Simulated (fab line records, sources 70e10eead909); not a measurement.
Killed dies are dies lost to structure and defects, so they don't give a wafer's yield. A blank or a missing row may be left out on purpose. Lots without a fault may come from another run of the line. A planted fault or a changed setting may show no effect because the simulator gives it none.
fab line records | flow nand_harc
record lots=6 wafers=17 last_day=25
route steps=1159 shown A_SLIT@799 A_SIN_REMOVE@804 A_WL_FILL@809 END@1159
lots that met no fault: from a run of the same line without faults
start_h: hours from the record's first day to the start of the lot's first wafer shown | wait_h: hours since the lot's step before | " the same as in the row above | L1.1+2: a row that stands for several wafers | - no value, or no start given | * or withheld: withheld | < > ~ a bound
route shown NAME@n: a module of which the file shows steps, and the number in the route of the first | usual: mean/standard deviation of fault-free wafers | same: alike in all rows | chamber/n: place in a boat | sites: the reading at each site | _std_site: their standard deviation | _edge_site: outer sites' mean less inner sites' | radius_mm: how far each site lies from the wafer's centre | mask NAME#n: copy n | behind: the tool/chamber that last shaped the wafer | hold: why the lot was held/for how many hours/how that ended | device: the transistor (n, p or np) that didn't switch | end of line: the same wafers' tests at the end of the route | a step without rows: its recipe alone | killed: dies lost to structure and defects at the first sort, not the wafer's yield | map: a wafer's dies, x killed, . not, _ none there
set.NAME: the setting as run; set.NAME@STEP: as run at that earlier step | model.NAME: the simulator's own value behind a step, which no gauge read
lots at some steps of the route; a table a step, a row a wafer
services: from which hour (start_h, from the record's first day; less than 0 if before it) a tool's chamber was out of use, for how many hours, and why
## steps
# step NHARC_A_SLIT_ETCH_29
# recipe target_depth_a=1000 overetch_a=100 time_s=55 ion_energy_ev=100 cf4_flow_sccm=80 o2_flow_sccm=20 ar_flow_sccm=0 rf_w=300 bias_w=100 chemistry=CF4/O2
# usual drypump_motor_current_A=5.5/0.36 oes_product_au=1.004/0.0094 rf_vpp_V=197.8/1.1 showerhead_plenum_p_Torr=1.34/0.036 throttle_valve_pct=13.397/0.0093
# columns lot.wafer tool chamber start_h wait_h drypump_motor_current_A oes_product_au rf_hours_counter_h rf_vpp_V showerhead_plenum_p_Torr throttle_valve_pct
L160.4 rie_diel-03 1 344.61 0.1 5.8 0.990 7 197.8 1.40 13.391
L160.3 " 0 " " 5.2 0.995 9 198.0 1.33 13.383
L160.6 " 1 " " 5.8 0.978 - 198.8 1.40 13.406
L161.1 rie_diel-13 2 359.62 0.1 4.9 0.995 5 195.4 1.28 13.407
L161.2 " 3 " " 5.8 0.994 6 198.7 1.36 13.413
L161.6 " 2 " " 4.9 1.001 - 197.1 1.28 13.385
L168.3 rie_diel-05 1 400.12 0.1 5.1 1.007 3 198.5 1.37 13.402
L168.1 " 3 " " 5.8 1.012 4 198.7 1.34 13.389
L168.6 " 0 " " 5.8 1.012 - 196.7 1.34 13.391
L172.4 rie_diel-03 3 430.89 0.1 4.8 0.983 3 197.2 1.29 13.403
L172.5 " 0 " " 5.2 0.988 - 197.3 1.33 13.403
L178.3 rie_diel-05 3 456.28 0.1 5.8 1.009 5 198.9 1.34 13.404
L178.2 " 0 " " 5.7 1.013 6 197.2 1.34 13.395
L178.5 " 2 " " 5.4 1.020 - 197.5 1.35 13.420
L177.2 rie_diel-13 1 464.22 0.1 5.9 0.996 0 197.8 1.33 13.403
L177.4 " 3 " " 5.8 1.006 0 198.2 1.36 13.391
L177.6 " 1 " " 5.9 0.989 - 195.8 1.33 13.383
# step NHARC_A_SLIT_STRIP_18
# recipe o2_flow_sccm=500 ar_flow_sccm=0 bias_w=0 chemistry=O2
# usual drypump_motor_current_A=5.5/0.37 oes_product_au=1.004/0.0099 rf_vpp_V=57.8/0.88 showerhead_plenum_p_Torr=3.55/0.09 throttle_valve_pct=17.036/0.0079
# columns lot.wafer tool chamber start_h wait_h drypump_motor_current_A oes_product_au rf_hours_counter_h rf_vpp_V showerhead_plenum_p_Torr throttle_valve_pct
L160.3 rie_diel-03 1 - - 5.9 0.991 7 58.6 3.70 17.037
L160.4 " 0 " " 5.2 1.005 9 58.9 3.52 17.035
L160.6 " 2 " " 5.4 1.005 - 58.3 3.29 17.048
L161.1 rie_diel-13 1 - - 5.9 1.001 6 57.2 3.53 17.044
L161.2 " 2 " " 4.9 1.004 5 57.5 3.40 17.026
L161.6 " 2 " " 4.9 1.000 - 58.3 3.40 17.045
L168.3 rie_diel-05 1 - - 5.1 1.016 3 56.9 3.61 17.038
L168.1 " 2 " " 5.4 1.004 4 57.3 3.58 17.042
L168.6 " 0 " " 5.8 1.006 - 56.5 3.55 17.037
L172.4 rie_diel-03 1 - - 5.9 0.985 2 59.1 3.70 17.027
L172.5 " 0 " " 5.2 0.980 - 57.8 3.52 17.036
L178.3 rie_diel-05 0 - - 5.8 1.011 6 56.9 3.54 17.040
L178.2 " 2 " " 5.5 1.015 6 58.2 3.57 17.028
L178.5 " 0 " " 5.8 1.009 - 57.7 3.54 17.041
L177.2 rie_diel-13 0 - - 5.8 0.988 0 58.2 3.64 17.042
L177.4 " 2 " " 4.9 0.997 0 59.1 3.40 17.038
L177.6 " 0 " " 5.7 0.986 - 57.9 3.64 17.042
# step NHARC_A_SLIT_PRECLEAN_19
# recipe time_s=* temp_c=50 bath_age_min=0 chemistry=SC1
# step NHARC_A_SLIT_SRD_20
# step NHARC_A_SLIT_CD_MEAS_21
# usual cd_nm=289.5/1
# columns lot.wafer tool chamber start_h wait_h cd_nm
L160.3 cd_sem-02 - 345.16 - 289.8
L160.4 " - " " 289.4
L160.6 " - " " 290.4
L161.1 cd_sem-01 - 360.15 - 289.7
L161.2 " - " " 290.7
L161.6 " - " " 289.6
L168.1 cd_sem-02 - 400.75 - 290.4
L168.3 " - " " 289.9
L168.6 " - " " 290.2
L172.4 cd_sem-03 - 431.42 - 291.0
L172.5 " - " " 289.9
L178.2 cd_sem-02 - 456.81 - 289.6
L178.3 " - " " 289.4
L178.5 " - " " 289.4
L177.2 cd_sem-03 - 464.76 - 289.8
L177.4 " - " " 288.7
L177.6 " - " " 290.4
# step NHARC_A_SIN_REMOVE_WET_00
# recipe temp_c=160 time_s=15300 chemistry=H3PO4
# step NHARC_A_SIN_REMOVE_PRECLEAN_01
# recipe time_s=* temp_c=50 bath_age_min=0 chemistry=SC1
# step NHARC_A_SIN_REMOVE_SRD_02
# step NHARC_A_SIN_REMOVE_INSPECT_04
# usual raw_defect_count=302/81
# columns lot.wafer tool chamber start_h wait_h raw_defect_count
L160.3 defect_inspect-01 - 352.86 0.0 245
L160.4 " - " " 268
L160.6 " - " " 391
L161.1 defect_inspect-02 - 367.87 0.0 432
L161.2 " - " " 364
L161.6 " - " " 428
L168.1 defect_inspect-02 - 408.15 0.0 419
L168.3 " - " " 421
L168.6 " - " " 429
L172.4 defect_inspect-02 - 437.42 0.0 356
L172.5 " - " " 259
L178.2 defect_inspect-01 - 464.48 0.0 370
L178.3 " - " " 326
L178.5 " - " " 324
L177.2 defect_inspect-01 - 472.55 0.0 346
L177.4 " - " " 386
L177.6 " - " " 496
# step NHARC_A_WL_FILL_ALD_00
# recipe target_thk_a=30 pulse_time_s=3 ald_cycles=30 temp_c=300 material=Al2O3
# usual ald_cycles=30/0 heater_power_w=463/44 precursor_pulse_height_rel=1.001/0.02
# columns lot.wafer tool chamber start_h wait_h ald_cycles heater_power_w precursor_pulse_height_rel
L160.3 ald_hk-04 0 352.92 0.1 30 456 1.020
L160.4 " 3 " " 30 411 1.000
L160.6 " 0 " " 30 461 1.027
L161.2 ald_hk-01 2 367.99 0.1 30 465 0.981
L161.1 " 3 " " 30 419 1.025
L161.6 " 1 " " 30 428 1.013
L168.3 ald_hk-04 3 408.28 0.1 30 393 1.031
L168.1 " 0 " " 30 465 1.014
L168.6 " 1 " " 30 503 0.993
L172.4 ald_hk-04 3 437.54 0.1 30 393 0.975
L172.5 " 2 " " 30 442 0.970
L178.3 ald_hk-04 3 464.54 0.1 30 394 1.022
L178.2 " 1 " " 30 514 1.037
L178.5 " 0 " " 30 454 0.983
L177.2 ald_hk-01 1 472.67 0.1 30 391 1.001
L177.4 " 2 " " 30 442 1.013
L177.6 " 3 " " 30 445 0.957
# step NHARC_A_WL_FILL_RTA_01
# recipe temp_c=1000 time_s=5
# usual lamp_power_pct=28.7/1.4 lamp_zone_6_pct=28.6/1.4 wafer_temp_C_max=1006.4/1.5
# columns lot.wafer tool chamber start_h wait_h lamp_power_pct lamp_zone_6_pct wafer_temp_C_max
L160.3 rtp_anneal-02 0 353.24 - 27.2 27.2 1004.4
L160.4 " 0 " " 27.3 27.3 1005.3
L160.6 " 0 " " 27.3 27.3 1005.0
L161.1 rtp_anneal-02 0 368.20 - 27.3 27.3 1004.6
L161.2 " 0 " " 27.3 27.2 1003.9
L161.6 " 0 " " 27.3 27.2 1005.1
L168.1 rtp_anneal-02 0 408.49 - 27.3 27.3 1005.2
L168.3 " 0 " " 27.3 27.3 1004.6
L168.6 " 0 " " 27.3 27.3 1005.8
L172.4 rtp_anneal-01 0 437.83 - 30.0 30.0 1007.3
L172.5 " 0 " " 30.0 30.0 1006.5
L178.2 rtp_anneal-01 0 464.84 - 30.1 30.0 1007.1
L178.3 " 0 " " 30.1 30.0 1008.2
L178.5 " 0 " " 30.1 30.0 1007.8
L177.2 rtp_anneal-02 0 472.91 - 27.3 27.3 1007.1
L177.4 " 0 " " 27.3 27.2 1005.1
L177.6 " 0 " " 27.3 27.3 1007.1
# step NHARC_A_WL_FILL_ALD_02
# recipe target_thk_a=20 pulse_time_s=3 ald_cycles=100 temp_c=450 material=TiN
# usual ald_cycles=100/0 heater_power_w=1017/110 precursor_pulse_height_rel=1.001/0.021
# columns lot.wafer tool chamber start_h wait_h ald_cycles heater_power_w precursor_pulse_height_rel
L160.4 ald_metal-02 1 353.40 0.1 100 1122 0.993
L160.3 " 0 " " 100 941 0.988
L160.6 " 1 " " 100 1112 1.015
L161.2 ald_metal-01 2 368.46 0.2 100 979 0.991
L161.1 " 0 " " 100 1046 1.027
L161.6 " 1 " " 100 944 0.981
L168.1 ald_metal-01 1 408.70 0.2 100 965 0.996
L168.3 " 2 " " 51 970 1.015
L168.6 " 2 " " 100 976 1.035
L172.4 ald_metal-01 0 438.12 0.3 51 1057 0.946
L172.5 " 2 " " 100 981 0.983
L178.2 ald_metal-02 0 465.03 0.2 100 958 1.022
L178.3 " 3 " " 100 801 0.999
L178.5 " 1 " " 100 1158 0.999
L177.2 ald_metal-02 0 473.10 0.2 100 977 1.004
L177.4 " 2 " " 100 1017 1.012
L177.6 " 0 " " 100 943 1.019
# step NHARC_END_SORT_01
# recipe temp_c=25
# usual killed_at_array=27/11 killed_at_other=0.7/1.1 killed_at_periphery=3.4/2.1 killed_dies=31/12 killed_open=3.6/2 killed_short=2.0/1.3
# same gross_dies=677
# columns lot.wafer tool chamber start_h wait_h killed_at_array killed_at_other killed_at_periphery killed_dies killed_open killed_short
L168.3 prober-01 0 507.80 3.1 676 0 1 677 6 2
L172.4 prober-01 0 556.67 3.4 672 0 5 677 3 0
# killed by level:class
L168.3 A_WL_FILL:area_ald=650 A_CHANNEL_HOLE_D1:chamber_film_flake=16 A_CHANNEL_FILL_D1:geometric_particle:open=2 A_WL_FILL:geometric_particle:open=2 A_CONTACT:chamber_film_flake=2 P_M0:geometric_particle:open=1 A_ONON_D1:geometric_particle:short=1 A_M0:geometric_particle:open=1
L172.4 A_WL_FILL:area_ald=626 A_CHANNEL_HOLE_D1:chamber_film_flake=26 A_STAIRCASE:chamber_film_flake=7 A_SLIT:chamber_film_flake=6 P_ZERO_WELL:chamber_film_flake=4 A_CONTACT:chamber_film_flake=4 P_M2:geometric_particle:open=1 A_CHANNEL_FILL_D1:geometric_particle:open=1
# map L168.3 (x killed, . not)
____________x____________
_________xxxxxxx_________
_______xxxxxxxxxxx_______
______xxxxxxxxxxxxx______
_____xxxxxxxxxxxxxxx_____
____xxxxxxxxxxxxxxxxx____
____xxxxxxxxxxxxxxxxx____
___xxxxxxxxxxxxxxxxxxx___
___xxxxxxxxxxxxxxxxxxx___
__xxxxxxxxxxxxxxxxxxxxx__
__xxxxxxxxxxxxxxxxxxxxx__
_xxxxxxxxxxxxxxxxxxxxxxx_
_xxxxxxxxxxxxxxxxxxxxxxx_
_xxxxxxxxxxxxxxxxxxxxxxx_
_xxxxxxxxxxxxxxxxxxxxxxx_
_xxxxxxxxxxxxxxxxxxxxxxx_
xxxxxxxxxxxxxxxxxxxxxxxxx
xxxxxxxxxxxxxxxxxxxxxxxxx
xxxxxxxxxxxxxxxxxxxxxxxxx
xxxxxxxxxxxxxxxxxxxxxxxxx
xxxxxxxxxxxxxxxxxxxxxxxxx
_xxxxxxxxxxxxxxxxxxxxxxx_
_xxxxxxxxxxxxxxxxxxxxxxx_
_xxxxxxxxxxxxxxxxxxxxxxx_
_xxxxxxxxxxxxxxxxxxxxxxx_
_xxxxxxxxxxxxxxxxxxxxxxx_
__xxxxxxxxxxxxxxxxxxxxx__
__xxxxxxxxxxxxxxxxxxxxx__
___xxxxxxxxxxxxxxxxxxx___
___xxxxxxxxxxxxxxxxxxx___
____xxxxxxxxxxxxxxxxx____
____xxxxxxxxxxxxxxxxx____
_____xxxxxxxxxxxxxxx_____
______xxxxxxxxxxxxx______
_______xxxxxxxxxxx_______
_________xxxxxxx_________
____________x____________
# map L172.4 (x killed, . not)
____________x____________
_________xxxxxxx_________
_______xxxxxxxxxxx_______
______xxxxxxxxxxxxx______
_____xxxxxxxxxxxxxxx_____
____xxxxxxxxxxxxxxxxx____
____xxxxxxxxxxxxxxxxx____
___xxxxxxxxxxxxxxxxxxx___
___xxxxxxxxxxxxxxxxxxx___
__xxxxxxxxxxxxxxxxxxxxx__
__xxxxxxxxxxxxxxxxxxxxx__
_xxxxxxxxxxxxxxxxxxxxxxx_
_xxxxxxxxxxxxxxxxxxxxxxx_
_xxxxxxxxxxxxxxxxxxxxxxx_
_xxxxxxxxxxxxxxxxxxxxxxx_
_xxxxxxxxxxxxxxxxxxxxxxx_
xxxxxxxxxxxxxxxxxxxxxxxxx
xxxxxxxxxxxxxxxxxxxxxxxxx
xxxxxxxxxxxxxxxxxxxxxxxxx
xxxxxxxxxxxxxxxxxxxxxxxxx
xxxxxxxxxxxxxxxxxxxxxxxxx
_xxxxxxxxxxxxxxxxxxxxxxx_
_xxxxxxxxxxxxxxxxxxxxxxx_
_xxxxxxxxxxxxxxxxxxxxxxx_
_xxxxxxxxxxxxxxxxxxxxxxx_
_xxxxxxxxxxxxxxxxxxxxxxx_
__xxxxxxxxxxxxxxxxxxxxx__
__xxxxxxxxxxxxxxxxxxxxx__
___xxxxxxxxxxxxxxxxxxx___
___xxxxxxxxxxxxxxxxxxx___
____xxxxxxxxxxxxxxxxx____
____xxxxxxxxxxxxxxxxx____
_____xxxxxxxxxxxxxxx_____
______xxxxxxxxxxxxx______
_______xxxxxxxxxxx_______
_________xxxxxxx_________
____________x____________
## services
# columns tool chamber start_h hours kind
rie_diel-13 2 326.70 8.3 repair
rie_diel-13 0 334.00 - clean
rie_diel-13 1 334.00 - clean
rie_diel-13 3 334.00 - clean
rie_diel-05 - 340.60 9.0 pm
rie_diel-05 0 340.60 9.0 vent_cycle
rie_diel-05 1 340.60 9.0 vent_cycle
rie_diel-03 2 352.46 2.9 repair
ald_metal-02 - 364.00 10.0 pm
ald_hk-04 - 364.61 10.0 pm
ald_metal-01 0 384.01 25.9 repair
rie_diel-03 - 392.70 9.0 pm
ald_metal-01 3 401.34 6.4 repair
rie_diel-13 3 420.67 5.7 repair
ald_metal-01 1 422.65 23.8 repair
rie_diel-05 3 426.92 13.5 repair
rie_diel-13 - 427.85 0.7 repair
ald_metal-01 3 431.78 16.2 repair
rie_diel-03 - 433.20 1.1 repair
rie_diel-05 - 450.09 0.2 repair
rie_diel-13 - 453.00 9.0 pm
rie_diel-03 3 455.16 4.6 repair
ald_metal-01 - 458.00 10.0 pm
rie_diel-03 2 472.52 9.0 repair
## key
first_sign step=NHARC_A_WL_FILL_ALD_02 reading=ald_cycles direction=down sigmas=99+ usual=100 struck=51
effect step=NHARC_END_SORT_01 reading=killed_at_array direction=up sigmas=57 usual=27 struck=674
more_kills_born_at NHARC_A_WL_FILL_ALD_02@ald_metal-01=1276
met_at NHARC_A_WL_FILL_ALD_02
struck_wafers L168.3,L172.4
later_rows_left_out L168.3,L172.4
tester_left_out L168,L172
onset_between 368.46 408.70
fault kind=process_parameter_drift tool=ald_metal-01 chamber=- onset_h=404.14 steps=NHARC_A_WL_FILL_ALD_02 channel=ald_cycles offset=-49 shape=step end_h=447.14 scope=struck_wafers_only acts_in=these_recipes_only stated=100
# tester_left_out: of these lots the tester's yield and bins aren't shown, on N5 and GAA mostly nor the transistor test; their killed dies are dies lost to structure and defects alone, not to doping, threshold or leakage, so they don't give the yield
# later_rows_left_out: the simulator's readings of these wafers behind a module that went badly wrong aren't trusted and aren't shown, but for the sort
